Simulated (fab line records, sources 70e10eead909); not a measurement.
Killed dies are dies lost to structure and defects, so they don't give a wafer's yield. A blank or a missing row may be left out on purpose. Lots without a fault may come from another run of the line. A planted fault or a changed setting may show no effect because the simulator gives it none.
Which tool did it? | flow nand_harc | 13 lots, 39 wafers sampled, at 5 steps of a route of 1302

WHAT THE GAUGES READ, wafer by wafer
NHARC_A_M0_THK_MEAS_24: measures by xrf. Usual: thk_nm 113.9 nm, standard deviation 1.7.
lot  | measured     | on            | thk_nm (nm)       | flag
L166 | day 22 16:26 | film_metro-02 | 112.3 114.1 111.6 |
L167 | day 23 08:13 | film_metro-01 | 110.6 111.8 112.1 |
L169 | day 24 02:19 | film_metro-01 | 114.5 115.4 112.8 |
L170 | day 24 19:14 | film_metro-01 | 112.6 113.8 111.9 |
L175 | day 27 01:05 | film_metro-02 | 114.1 113.6 112.7 |
L176 | day 27 10:42 | film_metro-02 | 114.7 112.7 112.9 |
L181 | day 28 18:51 | film_metro-02 | 113.7 113.9 112.6 |
L184 | day 30 04:11 | film_metro-02 | 116.8 113.0 115.9 |
L185 | day 31 00:34 | film_metro-02 | 116.7 116.8 115.8 |
L186 | day 31 01:50 | film_metro-01 | 116.3 117.4 114.9 |
L188 | day 31 13:21 | film_metro-01 | 113.0 111.7 115.1 |
L187 | day 31 13:34 | film_metro-01 | 113.3 113.1 112.1 |
L189 | day 33 16:36 | film_metro-01 | 112.9 117.1 112.9 |

NHARC_END_SORT_01. Usual: defect_limited_yield 90.9 %, standard deviation 2.4; killed_at_array 56, standard deviation 17; killed_at_other 1.2, standard deviation 1.4; killed_at_periphery 4, standard deviation 3.2; killed_dies 61, standard deviation 16; killed_open 3.6, standard deviation 2.1; killed_short 2.7, standard deviation 1.8.
lot  | measured     | on        | defect_limited_yield (%) | killed_at_array | killed_at_other | killed_at_periphery | killed_dies | killed_open | killed_short | flag
L166 | day 24 09:07 | prober-01 | 92.8 93.6 93.2           | 41 40 40        | 0 0 0           | 8 3 6               | 49 43 46    | 3 3 5       | 2 0 5        |
L167 | day 24 19:37 | prober-01 | 92.3 94.8 93.1           | 49 34 44        | 0 1 1           | 3 0 2               | 52 35 47    | 7 2 4       | 4 4 2        |
L169 | day 25 17:55 | prober-02 | 90.7 92.5 92.9           | 58 45 40        | 2 2 4           | 3 4 4               | 63 51 48    | 2 2 4       | 5 2 3        |
L170 | day 26 11:51 | prober-01 | 90.5 89.1 88.8           | 60 71 74        | 0 0 0           | 4 3 2               | 64 74 76    | 3 6 4       | 2 1 5        |
L175 | day 28 15:52 | prober-01 | 94.1 91.7 93.9           | 36 49 37        | 1 0 1           | 3 7 3               | 40 56 41    | 2 3 1       | 4 2 1        |
L176 | day 29 03:04 | prober-02 | 92.9 91.9 93.1           | 45 49 42        | 0 1 0           | 3 5 5               | 48 55 47    | 4 5 2       | 1 2 2        |
L181 | day 30 18:19 | prober-01 | 92.5 91.1 92.6           | 46 57 48        | 2 2 0           | 3 1 2               | 51 60 50    | 1 4 7       | 3 2 1        |
L184 | day 31 19:13 | prober-01 | 87.9 86.7 87.0           | 74 87 74        | 0 0 0           | 8 3 14              | 82 90 88    | 3 2 0       | 4 1 4        |
L185 | day 32 21:46 | prober-02 | 93.2 95.3 95.9           | 43 28 27        | 0 0 0           | 3 4 1               | 46 32 28    | 6 2 1       | 3 0 0        |
L186 | day 32 20:02 | prober-01 | 86.7 87.3 87.0           | 87 82 85        | 2 3 0           | 1 1 3               | 90 86 88    | 2 2 3       | 1 2 2        |
L188 | day 33 03:02 | prober-01 | 87.7 90.4 90.5           | 69 55 55        | 3 2 1           | 11 8 8              | 83 65 64    | 12 2 2      | 4 4 3        |
L187 | day 33 06:17 | prober-02 | 90.0 93.8 91.6           | 56 36 45        | 3 2 6           | 9 4 6               | 68 42 57    | 7 3 4       | 3 2 4        |
L189 | day 35 05:52 | prober-02 | 90.0 92.6 89.4           | 46 40 60        | 6 1 2           | 16 9 10             | 68 50 72    | 3 3 4       | 2 2 3        |

WHICH TOOL RAN EACH LOT (tool, then ch and the chambers of the sampled wafers, then the start)
lot  | NHARC_A_M0_ANNEAL_30             | NHARC_A_M0_DEP_32               | NHARC_A_M1_SOFTBAKE_04
L166 | rtp_anneal-01 ch 0, day 22 15:52 | pecvd-04 ch 0,1, day 22 16:47   | litho_track-01 ch 0, day 22 17:00
L167 | rtp_anneal-01 ch 0, day 23 07:36 | pecvd-04 ch 1,2, day 23 08:31   | litho_track-04 ch 0, day 23 09:00
L169 | rtp_anneal-02 ch 0, day 24 01:40 | pecvd-02 ch 1,2, day 24 02:40   | litho_track-06 ch 0, day 24 03:00
L170 | rtp_anneal-01 ch 0, day 24 18:37 | pecvd-04 ch 0,2, day 24 19:32   | litho_track-06 ch 0, day 24 20:00
L175 | rtp_anneal-02 ch 0, day 27 00:31 | pecvd-01 ch 0, day 27 01:48     | litho_track-06 ch 0, day 27 02:00
L176 | rtp_anneal-01 ch 0, day 27 10:02 | pecvd-01 ch 0,2, day 27 11:02   | litho_track-06 ch 0, day 27 12:00
L181 | rtp_anneal-01 ch 0, day 28 18:11 | pecvd-01 ch 0,1, day 28 19:12   | litho_track-01 ch 0, day 28 19:00
L184 | rtp_anneal-01 ch 0, day 30 03:33 | pecvd-04 ch 0,2, day 30 04:29   | litho_track-01 ch 0, day 30 05:00
L185 | rtp_anneal-02 ch 0, day 30 23:58 | pecvd-02 ch 1,2, day 31 00:59   | litho_track-04 ch 0, day 31 01:00
L186 | rtp_anneal-01 ch 0, day 31 01:13 | pecvd-02 ch 0,2, day 31 02:10   | litho_track-06 ch 0, day 31 02:00
L188 | rtp_anneal-01 ch 0, day 31 12:41 | pecvd-04 ch 0,2, day 31 13:40   | litho_track-06 ch 0, day 31 14:00
L187 | rtp_anneal-02 ch 0, day 31 13:01 | pecvd-02 ch 0,1,2, day 31 13:52 | litho_track-01 ch 0, day 31 14:00
L189 | rtp_anneal-01 ch 0, day 33 15:56 | pecvd-01 ch 0,1,2, day 33 16:59 | litho_track-06 ch 0, day 33 17:00
- NHARC_A_M0_ANNEAL_30: time 90 s.
- NHARC_A_M0_DEP_32: deposits SiCN, target thk 30 nm.
- NHARC_A_M1_SOFTBAKE_04: time 55 s.

WHAT THE TOOLS THEMSELVES READ (means of the sampled wafers that have a number; where no wafer has one, the mark that the record gives instead)
NHARC_A_M0_ANNEAL_30. Usual: anneal_temp_c 225.03 C, standard deviation 0.19; wafer_temp_C_max 226.22, standard deviation 0.29.
lot  | tool          | anneal_temp_c (C) | wafer_temp_C_max | flag
L166 | rtp_anneal-01 | 225.00            | 226.25           |
L167 | rtp_anneal-01 | 225.13            | 226.13           |
L169 | rtp_anneal-02 | 224.98            | 226.00           |
L170 | rtp_anneal-01 | 224.93            | 226.44           |
L175 | rtp_anneal-02 | 225.18            | 226.27           |
L176 | rtp_anneal-01 | 224.77            | 226.18           |
L181 | rtp_anneal-01 | 225.15            | 226.38           |
L184 | rtp_anneal-01 | 225.11            | 226.19           |
L185 | rtp_anneal-02 | 225.42            | 225.94           |
L186 | rtp_anneal-01 | 224.94            | 226.04           |
L188 | rtp_anneal-01 | 225.05            | 225.98           |
L187 | rtp_anneal-02 | 224.99            | 226.32           |
L189 | rtp_anneal-01 | 224.83            | 226.37           |

NHARC_A_M0_DEP_32. Usual: chamber_pressure_Torr 3.001 Torr, standard deviation 0.0069; heater_power_w 616 W, standard deviation 83.
lot  | tool     | chamber_pressure_Torr (Torr) | heater_power_w (W) | flag
L166 | pecvd-04 | 3.000                        | 644                |
L167 | pecvd-04 | 2.998                        | 723                |
L169 | pecvd-02 | 3.007                        | 550                |
L170 | pecvd-04 | 3.004                        | 665                |
L175 | pecvd-01 | 3.002                        | 740                |
L176 | pecvd-01 | 2.999                        | 577                |
L181 | pecvd-01 | 3.003                        | 624                |
L184 | pecvd-04 | 3.003                        | 656                |
L185 | pecvd-02 | 3.002                        | 532                |
L186 | pecvd-02 | 3.006                        | 613                |
L188 | pecvd-04 | 2.998                        | 667                |
L187 | pecvd-02 | 2.997                        | 602                |
L189 | pecvd-01 | 2.999                        | 571                |

NHARC_A_M1_SOFTBAKE_04. Usual: heater_power_total_W 188.45 W, standard deviation 0.14.
lot  | tool           | heater_power_total_W (W) | flag
L166 | litho_track-01 | 188.43                   |
L167 | litho_track-04 | 188.48                   |
L169 | litho_track-06 | 188.47                   |
L170 | litho_track-06 | 188.32                   |
L175 | litho_track-06 | 200.11                   | OFF
L176 | litho_track-06 | 200.17                   | OFF
L181 | litho_track-01 | 188.53                   |
L184 | litho_track-01 | 188.37                   |
L185 | litho_track-04 | 188.52                   |
L186 | litho_track-06 | 188.41                   |
L188 | litho_track-06 | 188.51                   |
L187 | litho_track-01 | 188.40                   |
L189 | litho_track-06 | 188.33                   |

THE ANSWER, worked out from the rows above alone
Rule: a lot is off if the mean of its wafers that have a number lies more than 3 standard deviations from the usual mean. A lot without any number at a reading at which 4 lots or more have one is off too. The other lots that the step has rows for count as sound. The gauges are gone through in route order, then the tools' own readings, and for those a lot's mean is taken as printed above. The first step at which some lot is off is used, and at that step the reading that is off furthest; a lot without a number counts as furthest.
Off: L175, L176, at NHARC_A_M1_SOFTBAKE_04 (heater_power_total_W).
A tool fits if, at that step or a process step before it, it ran every lot that is off, and no sound lot after the first of them. None of those tried fits.

WHAT THE SIMULATOR HAD PUT IN
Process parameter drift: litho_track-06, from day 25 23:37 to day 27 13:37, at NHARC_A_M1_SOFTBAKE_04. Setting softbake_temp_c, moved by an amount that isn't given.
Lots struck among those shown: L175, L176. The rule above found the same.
